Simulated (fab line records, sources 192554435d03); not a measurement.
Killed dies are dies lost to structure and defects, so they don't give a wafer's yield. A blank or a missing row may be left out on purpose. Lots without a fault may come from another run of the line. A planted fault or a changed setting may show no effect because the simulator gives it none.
A struck lot beside a sound one | flow n5_finfet | 15 steps out of a route of 1938
Sound: wafers L193.1, L193.4, L193.6. Struck: wafers L190.1, L190.3, L190.4. The cause comes at the end.
At each step with rows: each side's tool, then ch and its chambers, then its first start. Under that, the readings that differ: sound wafers | struck wafers | difference of the means | sigmas: that difference in standard deviations of wafers without a fault.
alike: readings whose means differ by less than 2 such deviations, and words and numbers that are the same on both sides. not compared: withheld readings, readings that some wafer has no value for, bounds like >300 that may hide the same value, and numbers for which the record gives no deviation and whose values overlap.
The two part at a step that has a row with sigmas, a row that says differs or no value, or rows on one side only. Numbers that don't overlap but have no deviation are shown without sigmas and don't part them. A reading that every wafer of one side lacks parts them only if that side has two wafers or more.

first, 2 steps without rows for these wafers: N5_BEOL_M5_PRECLEAN_42 (cleans in residue remover, time 60 s); N5_BEOL_M5_SRD_43 (time 30 s).
N5_BEOL_M5_CD_MEAS_35: target cd 28 nm, target cd y 24 nm.
  sound on cd_sem-02, day 12 20:24; struck on cd_sem-01, day 11 09:31
  alike: cd_nm
then, 1 step without rows for these wafers: N5_BEOL_M5_CURE_80 (cures SiCOH lowk, time 120 s).
N5_BEOL_M5_DEGAS_44: time 60 s.
  sound on pvd_sputter-03, day 12 20:56; struck on pvd_sputter-03, day 11 10:00
  alike: heater_power_w
then, 2 steps without rows for these wafers: N5_BEOL_M5_PRE_CLEAN_45 (time 30 s); N5_BEOL_M5_ALD_86 (deposits TaN, pulse time 2 s, purge time 3 s, co reactant purge time 2 s).
N5_BEOL_M5_SURFACE_TREAT_87:
  sound on pvd_sputter-03, day 12 21:17; struck on pvd_sputter-01, day 11 10:19
  not compared: pressure_mtorr, throttle_valve_pct
then, 1 step without rows for these wafers: N5_BEOL_M5_CVD_47 (deposits Co from CCTBA/H2, target thk 3 nm, time 216 s).
N5_BEOL_M5_SPUTTER_48: material Cu, target thk 15 nm, time 27.62 s.
  sound on pvd_sputter-01, day 12 21:32; struck on pvd_sputter-01, day 11 12:23
  alike: chuck_sensor_temp_C, throttle_valve_pct
N5_BEOL_M5_ANNEAL_49: time 1800 s.
  sound on pvd_sputter-01, day 12 21:37; struck on pvd_sputter-01, day 11 12:28
  alike: heater_power_w, susceptor_temp_C
then, 1 step without rows for these wafers: N5_BEOL_M5_SPUTTER_81 (material Cu, target thk 15 nm, time 27.62 s).
N5_BEOL_M5_ANNEAL_82: time 1800 s.
  sound on pvd_sputter-01, day 12 22:41; struck on pvd_sputter-01, day 11 13:34
  no value came back on the struck wafers for heater_power_w (W), susceptor_temp_C (C); on the sound wafers heater_power_w (W) reads 798 917 912
N5_BEOL_M5_SPUTTER_83: material Cu, target thk 15 nm, time 27.62 s.
  sound on pvd_sputter-01, day 12 23:42; struck on pvd_sputter-01, day 11 14:34
  alike: chuck_sensor_temp_C, throttle_valve_pct
-- the record jumps here: 4 days lie between the struck wafers' starts before and after (it left off in module BEOL_M5 and takes up again in module PASSIVATION, whose first step shown is number 1936 of the route) --
N5_PASSIVATION_PROBE_49:
  sound on prober-01, day 16 23:06; struck on prober-02, day 15 09:34
  alike: defect_limited_yield, killed_at_M0_to_M3, killed_at_M4_up, killed_at_contacts, killed_at_front_end, killed_at_other, killed_dies, killed_on_rim, killed_open, killed_short, sort_bin_4_leakage, sort_bin_5_function, sort_bin_6_memory, sort_n_pass, sort_yield_pct

WHERE THEY PART
Only at N5_BEOL_M5_ANNEAL_82, within this record. Later steps at which nothing parts them and some readings are alike: N5_BEOL_M5_SPUTTER_83, N5_PASSIVATION_PROBE_49.

WHY: what the simulator had put in
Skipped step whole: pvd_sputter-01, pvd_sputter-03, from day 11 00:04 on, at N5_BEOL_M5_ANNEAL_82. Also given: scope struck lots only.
